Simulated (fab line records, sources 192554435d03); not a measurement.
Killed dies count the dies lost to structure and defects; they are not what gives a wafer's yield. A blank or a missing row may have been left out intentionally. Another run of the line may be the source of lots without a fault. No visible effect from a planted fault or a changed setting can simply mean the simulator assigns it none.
Code-filled problem report in 8D (eight disciplines) form :: flow n5-finfet :: the parts of the form that need people (team, actions taken, sign-off) are left out

1. THE ISSUE
A mean of 836 is read at N5_BEOL_M8_INSPECT_30 for raw-defect-count, taken on 1 wafer of 1 lot, against 432 (standard deviation 99) on wafers free of any fault. That is +4.1 standard deviations from the usual mean.
The step: inspects for defects (brightfield).
First seen on wafer L239.2, day 12 15:16, on defect-inspect-01. Wafers with a number at this step in the record: 30, from 10 lots. The rule behind "out" and "out of limits": a value lying over 4 standard deviations away from the usual mean. All remaining wafers that have a number are taken as sound.

2. WHAT IT IS, WHAT IT ISN'T
question: which readings at this step
is: raw-defect-count
is not: -

question: which lots
is: L239
is not: L231, L232, L235, L242, L243, L245, L246, L247, L250

question: which wafers of those lots
is: L239.2
is not: L239.1, L239.3

question: read on which gauges
is: defect-inspect-01
is not: defect-inspect-02

question: when
is: from day 12 15:16
is not: up to then (11 sound wafers); but 18 sound wafers of L242, L243, L245, L246, L247, L250 came after

3. SUSPECTS, AND WHAT RULES EACH OUT
Counting: any tool at a process step up to the reading remains a suspect provided it ran every lot that is out. Sound lots after the first of them don't rule it out here, since some wafers of a struck lot are sound.
- the gauge at N5_BEOL_M8_INSPECT_30 is ruled out. All the wafers that are out were read on defect-inspect-01, but those of them that N5_PASSIVATION_PROBE_49 has rows for are out there too, on other tools.
- rie-diel-06 at N5_BEOL_M8_ETCH_61 (etches SiARC in CF4, target depth 45.5 nm, time 75.8 s): kept. L239, the lot that is out, went through it at day 12 13:38; up to then, the latest sound lot through it was L232 at day 10 04:49.
- rie-diel-06 at N5_BEOL_M8_STRIP_67 (strips in CF4): kept. L239, the lot that is out, went through it at day 12 13:50; up to then, the latest sound lot through it was L232 at day 10 05:01.
- In rie-diel-06 at N5_BEOL_M8_ETCH_61, the wafers that are out were processed in chamber 0 and their sound lot-mates in chambers 2, 3.
- In rie-diel-06 at N5_BEOL_M8_STRIP_67, the wafers that are out were processed in chamber 0 and their sound lot-mates in chambers 2, 3.
After counting, rie-diel-06 at N5_BEOL_M8_ETCH_61 and rie-diel-06 at N5_BEOL_M8_STRIP_67 remain.

4. THE CAUSE (what the simulator had put in)
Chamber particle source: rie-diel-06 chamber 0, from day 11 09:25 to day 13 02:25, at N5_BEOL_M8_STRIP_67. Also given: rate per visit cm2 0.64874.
Of the 2 suspects that counting leaves, this tool is one.

5. SEQUENCE OF EFFECTS, ordered by route
Each row: a reading where the mean over the struck wafers with a number is more than 3 standard deviations away from the usual. Only readings for which the record gives a usual standard deviation are gone through. hours: the time from each lot's start at the first step in this table that gives one to its start at this step, as a median over the lots. sigmas: the change in usual standard deviations.
hours: 0
step: N5_BEOL_M8_INSPECT_30
reading: raw-defect-count
usual: 432
on struck wafers: 836
change: +404
sigmas: +4.1

hours: 62
step: N5_PASSIVATION_PROBE_49
reading: defect-limited-yield
usual: 91.0 %
on struck wafers: 82.3
change: -8.7
sigmas: -6.7

hours: 62
step: N5_PASSIVATION_PROBE_49
reading: killed_at_M4_up
usual: 14
on struck wafers: 135
change: +121
sigmas: +22

hours: 62
step: N5_PASSIVATION_PROBE_49
reading: killed-dies
usual: 106
on struck wafers: 209
change: +103
sigmas: +6.9

hours: 62
step: N5_PASSIVATION_PROBE_49
reading: sort_bin_5_function
usual: 5.3 %
on struck wafers: 11.1
change: +5.8
sigmas: +6.6

hours: 62
step: N5_PASSIVATION_PROBE_49
reading: sort-n-pass
usual: 1074
on struck wafers: 971
change: -103
sigmas: -6.9

hours: 62
step: N5_PASSIVATION_PROBE_49
reading: sort-yield-pct
usual: 91.0 %
on struck wafers: 82.3
change: -8.7
sigmas: -6.7
Here are the process steps it includes:
- N5_PASSIVATION_PROBE_49

6. HOW IT WOULD HAVE BEEN CAUGHT EARLIER
The first out-of-limits reading at a measuring or inspecting step in this record came at day 12 15:16, 30 hours after the fault's start at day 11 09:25.
Of the tool readings at N5_BEOL_M8_STRIP_67 for which the record gives a usual standard deviation, none was out on any struck wafer, so an alarm limit of 4 standard deviations on them would not have fired.
All the lots that are out (1) had begun N5_BEOL_M8_STRIP_67 on rie-diel-06 by day 12 15:16. Tool hold at that time: it would have spared none of them.
